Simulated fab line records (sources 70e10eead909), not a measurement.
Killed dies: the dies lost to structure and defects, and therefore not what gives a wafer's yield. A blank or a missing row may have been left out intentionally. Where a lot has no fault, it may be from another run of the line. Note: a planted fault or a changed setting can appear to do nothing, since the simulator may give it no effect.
Chamber matching :: flow nandHarc :: NHARC_A_BONDPAD_STRIP_15 on rieDiel-06: 4 sister chambers
The step strips in O2. 8 wafers are shown with their chamber, then 8 later ones without.

== WAFERS PAIRED WITH THEIR CHAMBERS ==
wafer: L083.2
chamber: 3
showerheadPlenumPTorr (Torr): 3.58
drypumpMotorCurrentA (A): 6.0

wafer: L083.3
chamber: 2
showerheadPlenumPTorr (Torr): 3.78
drypumpMotorCurrentA (A): 5.4

wafer: L083.4
chamber: 0
showerheadPlenumPTorr (Torr): 3.57
drypumpMotorCurrentA (A): 5.0

wafer: L083.5
chamber: 0
showerheadPlenumPTorr (Torr): 3.57
drypumpMotorCurrentA (A): 5.0

wafer: L087.1
chamber: 1
showerheadPlenumPTorr (Torr): 3.62
drypumpMotorCurrentA (A): 5.3

wafer: L087.2
chamber: 3
showerheadPlenumPTorr (Torr): 3.58
drypumpMotorCurrentA (A): 5.9

wafer: L087.3
chamber: 2
showerheadPlenumPTorr (Torr): 3.77
drypumpMotorCurrentA (A): 5.4

wafer: L087.4
chamber: 1
showerheadPlenumPTorr (Torr): 3.62
drypumpMotorCurrentA (A): 5.3

== WAFERS WITH NO CHAMBER GIVEN ==
wafer: L087.5
showerheadPlenumPTorr (Torr): 3.77
drypumpMotorCurrentA (A): 5.4

wafer: L087.6
showerheadPlenumPTorr (Torr): 3.58
drypumpMotorCurrentA (A): 5.9

wafer: L089.1
showerheadPlenumPTorr (Torr): 3.58
drypumpMotorCurrentA (A): 6.0

wafer: L089.2
showerheadPlenumPTorr (Torr): 3.62
drypumpMotorCurrentA (A): 5.3

wafer: L089.3
showerheadPlenumPTorr (Torr): 3.56
drypumpMotorCurrentA (A): 5.0

wafer: L089.4
showerheadPlenumPTorr (Torr): 3.57
drypumpMotorCurrentA (A): 5.0

wafer: L089.5
showerheadPlenumPTorr (Torr): 3.62
drypumpMotorCurrentA (A): 5.3

wafer: L089.6
showerheadPlenumPTorr (Torr): 3.58
drypumpMotorCurrentA (A): 6.0

== THE CHAMBER EACH PASSED THROUGH ==
wafer: L087.5
from the rows above: 2
in truth: 2

wafer: L087.6
from the rows above: 3
in truth: 3

wafer: L089.1
from the rows above: 3
in truth: 3

wafer: L089.2
from the rows above: 1
in truth: 1

wafer: L089.3
from the rows above: 0
in truth: 0

wafer: L089.4
from the rows above: 0
in truth: 0

wafer: L089.5
from the rows above: 1
in truth: 1

wafer: L089.6
from the rows above: 3
in truth: 3
8 of 8 placed correctly. From these rows, 0 cannot be placed. 0 placed wrongly.
How it was worked out, from the rows above alone: a wafer's distance from a chamber is the root of the sum, over the readings, of the square of ((its reading less the chamber's mean) divided by the reading's scatter). If the next closest chamber is less than 2 further off than the closest, the wafer can't be placed; otherwise it belongs to the closest. The mean given for a chamber averages the wafers shown for that chamber. How the scatter is found: for the shown wafers, subtract from each reading the mean of its chamber, square and add these, divide the total by (wafers less chambers), then take the root.
